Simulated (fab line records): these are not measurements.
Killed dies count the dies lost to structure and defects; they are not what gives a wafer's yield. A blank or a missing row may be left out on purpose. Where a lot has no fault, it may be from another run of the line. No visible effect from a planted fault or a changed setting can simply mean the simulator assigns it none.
Matching of chambers	flow nand_harc	4 sister chambers for NHARC_A_BLC_STRIP_21 on rie_diel-02
The step strips in O2. 14 wafers are shown with their chamber, then 7 later ones without.

WAFERS WITH THEIR CHAMBER
wafer	chamber	showerhead_plenum_p_Torr (Torr)	oes_product_au (a.u.)	throttle_valve_pct (%)
L749.1	3	3.59	0.998	17.036
L749.2	2	3.44	0.987	17.022
L749.5	3	3.58	0.993	17.035
L756.1	0	3.75	0.984	17.023
L756.5	3	3.58	0.996	17.036
L756.6	2	3.44	0.992	17.029
L757.2	2	3.44	0.991	17.026
L757.4	1	3.75	0.989	17.037
L757.6	0	3.75	0.986	17.039
L763.1	1	3.75	0.991	17.037
L763.3	3	3.58	0.995	17.044
L763.5	3	3.58	1.001	17.036
L766.2	0	3.75	0.991	17.031
L766.3	1	3.75	0.994	17.044

SIGNATURES (averages over the wafers above)
reading	chamber 0	chamber 1	chamber 2	chamber 3	scatter within a chamber
showerhead_plenum_p_Torr	3.7500	3.7500	3.4400	3.5820	0.00283
oes_product_au	0.98700	0.99133	0.99000	0.99660	0.003
throttle_valve_pct	17.03100	17.03933	17.02567	17.03740	0.0049
Rule: distance of a wafer from a chamber = root of the sum over the readings of ((wafer's reading minus chamber's mean) / reading's scatter) squared. The wafer belongs to the nearest chamber; if the next one is less than 2 further off, it can't be placed. How the scatter is found: for the shown wafers, subtract from each reading the mean of its chamber, square and add these, divide the total by (wafers less chambers), then take the root.

WAFERS WITH NO CHAMBER GIVEN
wafer	showerhead_plenum_p_Torr (Torr)	oes_product_au (a.u.)	throttle_valve_pct (%)
L766.4	3.58	1.007	17.066
L771.3	3.75	0.993	17.039
L771.4	3.75	0.999	17.050
L771.6	3.58	0.998	17.022
L769.1	3.44	0.992	17.030
L769.2	3.58	1.008	17.017
L769.3	3.74	0.988	17.043

WHICH CHAMBER EACH WENT THROUGH
wafer	from the rows above	in truth
L766.4	3	3
L771.3	1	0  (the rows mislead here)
L771.4	1	1
L771.6	3	3
L769.1	2	2
L769.2	3	3
L769.3	can't be placed: 1 or 0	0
5 of 7 placed correctly. Not placeable from these rows: 1 (in 1, the candidates include the true chamber). 1 placed wrongly.
